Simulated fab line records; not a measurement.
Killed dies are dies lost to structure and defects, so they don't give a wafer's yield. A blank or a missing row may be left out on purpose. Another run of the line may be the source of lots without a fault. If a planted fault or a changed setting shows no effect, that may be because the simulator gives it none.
Chamber matching :: flow n5 finfet :: N5_FIN_CUT_DESCUM_13 on rie diel-02 has 4 sister chambers
The step chemistry O2, time 7 s. 4 wafers are shown with their chamber, then 8 later ones without.

== EACH WAFER AND ITS CHAMBER ==
wafer: L086.1
chamber: 0
showerhead plenum p Torr (Torr): 2.09

wafer: L091.5
chamber: 3
showerhead plenum p Torr (Torr): 2.24

wafer: L091.6
chamber: 1
showerhead plenum p Torr (Torr): 2.11

wafer: L092.1
chamber: 2
showerhead plenum p Torr (Torr): 2.07

== WAFERS MISSING THEIR CHAMBER ==
wafer: L092.2
showerhead plenum p Torr (Torr): 2.11

wafer: L092.5
showerhead plenum p Torr (Torr): 2.24

wafer: L093.3
showerhead plenum p Torr (Torr): 2.11

wafer: L093.4
showerhead plenum p Torr (Torr): 2.24

wafer: L093.6
showerhead plenum p Torr (Torr): 2.08

wafer: L097.1
showerhead plenum p Torr (Torr): 2.11

wafer: L097.3
showerhead plenum p Torr (Torr): 2.06

wafer: L097.6
showerhead plenum p Torr (Torr): 2.11

== CHAMBER TAKEN BY EACH ==
wafer: L092.2
from the rows above: 1
in truth: 1

wafer: L092.5
from the rows above: 3
in truth: 3

wafer: L093.3
from the rows above: 1
in truth: 1

wafer: L093.4
from the rows above: 3
in truth: 3

wafer: L093.6
from the rows above: can't be placed: 0 or 2
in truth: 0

wafer: L097.1
from the rows above: 1
in truth: 1

wafer: L097.3
from the rows above: 2
in truth: 2

wafer: L097.6
from the rows above: 1
in truth: 1
Placed correctly: 7 of 8. These rows do not allow placing 1 (true chamber among the candidates in 1). Wrongly placed: 0.
How it was worked out, from the rows above alone: a wafer's distance from a chamber is the root of the sum, over the readings, of the square of ((its reading less the chamber's mean) divided by the reading's scatter). The wafer belongs to the nearest chamber; if the next one is less than 2 further off, it can't be placed. For every chamber, the mean is computed from those of its wafers that are shown. The scatter: root of mean squared gap, hidden wafer to nearest shown wafer, with one shown wafer a chamber.
